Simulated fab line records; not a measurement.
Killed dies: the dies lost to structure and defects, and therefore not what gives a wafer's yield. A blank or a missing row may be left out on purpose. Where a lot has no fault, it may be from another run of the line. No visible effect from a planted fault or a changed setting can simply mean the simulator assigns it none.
Matching of chambers	flow n5 finfet	3 sister chambers for N5_SDB_HM_DEP_00 on pecvd-01
The step deposits SiNx from SiH4/NH3/N2, target thk 40 nm, time 35.3 s. 3 wafers are shown with their chamber, then 12 later ones without.

## WAFERS PAIRED WITH THEIR CHAMBERS
wafer	chamber	throttle valve pct (%)
L088.1	2	35.4
L088.4	1	41.0
L088.6	0	42.7

## WAFERS WITH NO CHAMBER GIVEN
wafer	throttle valve pct (%)
L090.3	41.3
L090.4	42.5
L090.5	35.5
L094.1	42.5
L094.3	41.2
L094.4	42.7
L095.2	35.8
L095.3	42.8
L095.4	35.6
L096.3	42.8
L096.4	35.6
L096.5	41.4

## THE CHAMBER EACH PASSED THROUGH
wafer	from the rows above	in truth
L090.3	1	1
L090.4	0	0
L090.5	2	2
L094.1	0	0
L094.3	1	1
L094.4	0	0
L095.2	2	2
L095.3	0	0
L095.4	2	2
L096.3	0	0
L096.4	2	2
L096.5	1	1
Correct placement for 12 of the 12. From these rows, 0 cannot be placed. 0 placed wrongly.
How it was worked out, from the rows above alone: a wafer's distance from a chamber is the root of the sum, over the readings, of the square of ((its reading less the chamber's mean) divided by the reading's scatter). If the next closest chamber is less than 2 further off than the closest, the wafer can't be placed; otherwise it belongs to the closest. For every chamber, the mean is computed from those of its wafers that are shown. The scatter (one wafer shown for each chamber): square how far every hidden wafer sits from the nearest shown wafer, average those squares and take the square root.
